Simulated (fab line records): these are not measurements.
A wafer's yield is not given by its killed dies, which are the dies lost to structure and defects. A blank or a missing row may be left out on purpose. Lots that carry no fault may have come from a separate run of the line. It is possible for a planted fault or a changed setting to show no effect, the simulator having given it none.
Which tool is to blame? ; flow n5-finfet ; Sampling: 10 lots, 30 wafers, 5 of 1938 route steps

== WHAT THE GAUGES READ, wafer by wafer ==
N5_SDB_INSPECT_36: inspects for defects (darkfield). Usual: raw-defect-count reads 36 (standard deviation 15).
lot;measured;on;raw-defect-count;flag
L282;day 4 11:06;defect-inspect-02;51 43 35;
L283;day 4 15:11;defect-inspect-02;31 33 22;
L284;day 4 21:40;defect-inspect-02;33 36 37;
L286;day 5 15:23;defect-inspect-01;30 28 44;
L291;day 6 17:56;defect-inspect-01;13 19 19;
L295;day 7 18:25;defect-inspect-02;33 16 18;
L297;day 8 06:37;defect-inspect-02;22 30 20;
L298;day 8 17:11;defect-inspect-01;51 51 63;
L299;day 8 21:01;defect-inspect-01;29 61 22;
L303;day 9 19:01;defect-inspect-02;26 27 38;

N5_BEOL_M4_RC_MEAS_101. Usual: DIBL_N 36.2 mV/V, standard deviation 1.6; DIBL_P 36.1 mV/V, standard deviation 2; IOFF_N 0.16 nA/um, standard deviation 0.032; IOFF_P 0.22 nA/um, standard deviation 0.036; ION_N 672 uA/um, standard deviation 11; ION_P 463 uA/um, standard deviation 7.5; SS_N 71.4 mV/dec, standard deviation 0.58; SS_P 73.2 mV/dec, standard deviation 0.67; VT_N 250 mV, standard deviation 3.3; VT_P -250 mV, standard deviation 3.3.
lot;measured;on;DIBL_N (mV/V);DIBL_P (mV/V);IOFF_N (nA/um);IOFF_P (nA/um);ION_N (uA/um);ION_P (uA/um);SS_N (mV/dec);SS_P (mV/dec);VT_N (mV);VT_P (mV);flag
L282;day 8 11:39;prober-02;35.8 35.9 38.0;36.9 35.7 39.7;0.15 0.15 0.19;0.22 0.19 0.27;678 664 675;470 457 469;71.6 71.4 72.2;73.6 72.8 74.3;248 249 249;-250 -252 -249;
L283;day 8 13:38;prober-02;36.3 37.3 37.1;35.6 37.0 36.1;0.16 0.18 0.16;0.23 0.25 0.22;683 680 680;474 465 472;71.8 71.7 71.6;73.3 73.5 73.8;247 247 248;-250 -246 -250;
L284;day 9 05:44;prober-01;38.3 35.9 36.2;35.2 32.5 33.4;0.17 0.13 0.13;0.21 0.18 0.19;679 662 671;465 458 460;71.6 71.3 71.5;73.2 71.8 72.3;248 248 251;-249 -251 -250;
L286;day 10 01:50;prober-02;36.2 35.3 37.4;36.8 34.3 39.0;0.15 0.12 0.18;0.20 0.17 0.23;654 665 671;455 461 458;72.1 71.8 71.7;73.0 72.3 74.2;252 255 248;-251 -253 -250;
L291;day 10 22:03;prober-01;35.3 36.7 36.0;35.8 37.5 36.4;0.15 0.18 0.15;0.24 0.27 0.24;675 681 677;474 474 471;71.6 72.1 71.7;72.6 73.8 73.5;250 247 250;-246 -243 -247;
L295;day 12 06:14;prober-02;35.3 41.1 36.6;35.2 40.7 37.4;0.15 0.29 0.17;0.20 0.29 0.23;676 699 674;465 466 466;71.4 73.2 71.1;73.8 74.8 73.8;248 240 247;-251 -247 -247;
L297;day 12 09:08;prober-02;34.4 34.9 36.6;34.4 35.4 38.0;0.12 0.12 0.15;0.18 0.19 0.23;660 666 678;457 461 470;71.6 71.1 72.1;72.5 72.6 73.8;254 254 251;-253 -250 -250;
L298;day 12 22:08;prober-02;34.7 32.5 36.8;35.3 31.9 37.0;0.14 0.12 0.19;0.23 0.18 0.26;668 677 680;463 467 472;71.3 70.6 71.6;73.0 72.5 73.2;253 251 245;-246 -249 -244;
L299;day 14 05:20;prober-02;35.5 35.0 35.9;34.2 33.9 35.3;0.15 0.14 0.16;0.18 0.17 0.19;675 664 679;458 449 455;71.3 71.9 71.9;73.3 73.2 72.9;250 253 250;-255 -252 -251;
L303;day 15 03:51;prober-02;38.7 36.5 34.7;39.5 37.2 35.7;0.20 0.16 0.13;0.25 0.22 0.20;694 679 661;469 470 465;72.4 72.2 71.4;73.6 73.4 72.2;244 250 252;-246 -247 -252;

== WHICH TOOL RAN EACH LOT (tool, then ch and the chambers of the sampled wafers, then the start) ==
lot;N5_SDB_HM_OPEN_20;N5_DUMMY_REMOVAL_STRIP_10;N5_DUMMY_REMOVAL_PRECLEAN_08
L282;rie-diel-06 ch 1,2, day 4 07:29;rie-diel-04 ch 0,2, day 4 11:10;remote-plasma-02 ch 0, day 4 11:22
L283;rie-diel-01 ch 0,1, day 4 11:31;rie-diel-04 ch 1,2, day 4 15:14;remote-plasma-01 ch 1, day 4 15:28
L284;rie-diel-02 ch 1,2, day 4 17:20;rie-diel-03 ch 0,2,3, day 4 21:44;remote-plasma-02 ch 1, day 4 21:59
L286;rie-diel-06 ch 0,1,2, day 5 10:32;rie-diel-05 ch 0,2, day 5 15:28;remote-plasma-02 ch 0, day 5 15:41
L291;rie-diel-02 ch 0,2,3, day 6 14:16;rie-diel-03 ch 1,2, day 6 18:04;remote-plasma-02 ch 1, day 6 18:24
L295;rie-diel-02 ch 0,2, day 7 14:48;rie-diel-03 ch 1,2,3, day 7 18:29;remote-plasma-01 ch 1, day 7 18:42
L297;rie-diel-06 ch 0,1,3, day 8 02:59;rie-diel-05 ch 1,2, day 8 06:41;remote-plasma-02 ch 1, day 8 06:53
L298;rie-diel-06 ch 1,2,3, day 8 12:38;rie-diel-05 ch 0,2,3, day 8 17:15;remote-plasma-02 ch 1, day 8 17:27
L299;rie-diel-06 ch 1,2,3, day 8 15:55;rie-diel-04 ch 0,1,2, day 8 21:05;remote-plasma-02 ch 0, day 8 21:17
L303;rie-diel-01 ch 1,2,3, day 9 14:53;rie-diel-05 ch 0,2,3, day 9 19:05;remote-plasma-01 ch 1, day 9 19:17
- N5_SDB_HM_OPEN_20: chemistry CH3F/O2, target SiNx, stops on poly-Si, target depth 24 nm.
- N5_DUMMY_REMOVAL_STRIP_10: strips in N2/H2, time 40 s.
- N5_DUMMY_REMOVAL_PRECLEAN_08: cleans in NF3:NH3, afs cycles 2, time 20 s, sublimation time 60 s.

== WHAT THE TOOLS THEMSELVES READ (means of the sampled wafers that have a number; where no wafer has one, the mark that the record gives instead) ==
N5_SDB_HM_OPEN_20. Usual: drypump-motor-current-A 5.7 A, standard deviation 0.52; oes-product-au 0.66 a.u., standard deviation 0.083; rf-vpp-V 294 V, standard deviation 5.5; showerhead-plenum-p-Torr 1.97 Torr, standard deviation 0.062; throttle-valve-pct 16.33 %, standard deviation 0.23.
lot;tool;drypump-motor-current-A (A);oes-product-au (a.u.);rf-vpp-V (V);showerhead-plenum-p-Torr (Torr);throttle-valve-pct (%);flag
L282;rie-diel-06;5.3;0.73;299;2.03;16.30;
L283;rie-diel-01;6.5;0.62;292;1.99;16.57;
L284;rie-diel-02;5.4;0.57;295;1.90;16.58;
L286;rie-diel-06;5.3;0.68;295;1.98;16.38;
L291;rie-diel-02;5.8;0.58;293;1.90;16.37;
L295;rie-diel-02;5.5;0.68;292;1.98;16.30;
L297;rie-diel-06;5.2;0.74;294;2.04;16.03;
L298;rie-diel-06;5.2;0.70;298;2.00;16.18;
L299;rie-diel-06;5.2;0.70;298;2.00;16.18;
L303;rie-diel-01;5.9;0.76;296;1.96;16.16;

N5_DUMMY_REMOVAL_STRIP_10. Usual: drypump-motor-current-A 5.6 A, standard deviation 0.44; oes-product-au 0.75 a.u., standard deviation 0.054; rf-vpp-V 45.4 V, standard deviation 0.93; showerhead-plenum-p-Torr 3.38 Torr, standard deviation 0.081; throttle-valve-pct 12.31 %, standard deviation 0.12.
lot;tool;drypump-motor-current-A (A);oes-product-au (a.u.);rf-vpp-V (V);showerhead-plenum-p-Torr (Torr);throttle-valve-pct (%);flag
L282;rie-diel-04;6.5;0.71;46.1;3.27;12.36;
L283;rie-diel-04;6.3;0.74;44.9;3.28;12.37;
L284;rie-diel-03;5.4;0.80;45.8;3.43;12.21;
L286;rie-diel-05;5.6;0.74;45.0;3.45;12.24;
L291;rie-diel-03;5.1;0.74;44.8;3.39;12.18;
L295;rie-diel-03;5.3;0.74;44.6;3.43;12.29;
L297;rie-diel-05;5.5;0.72;46.6;3.37;12.32;
L298;rie-diel-05;5.6;0.73;45.8;3.40;12.34;
L299;rie-diel-04;6.1;0.74;44.4;3.32;12.41;
L303;rie-diel-05;5.7;0.73;45.8;3.40;12.35;

== THE ANSWER, worked out from the rows above alone ==
Rule: take the mean of a lot's wafers that have a number; if it is more than 3 standard deviations from the usual mean, the lot is off. Also off: a lot with no number at a reading for which 4 or more lots have one. All remaining lots with rows at the step are treated as sound. After the gauges, taken in route order, come the tools' own readings; for these a lot's mean is taken, as printed above. The first step at which some lot is off is used, and at that step the reading that is off furthest; a lot without a number counts as furthest.
No lot is off at any reading shown: from this, nothing can be told.

== WHAT THE SIMULATOR HAD INSERTED ==
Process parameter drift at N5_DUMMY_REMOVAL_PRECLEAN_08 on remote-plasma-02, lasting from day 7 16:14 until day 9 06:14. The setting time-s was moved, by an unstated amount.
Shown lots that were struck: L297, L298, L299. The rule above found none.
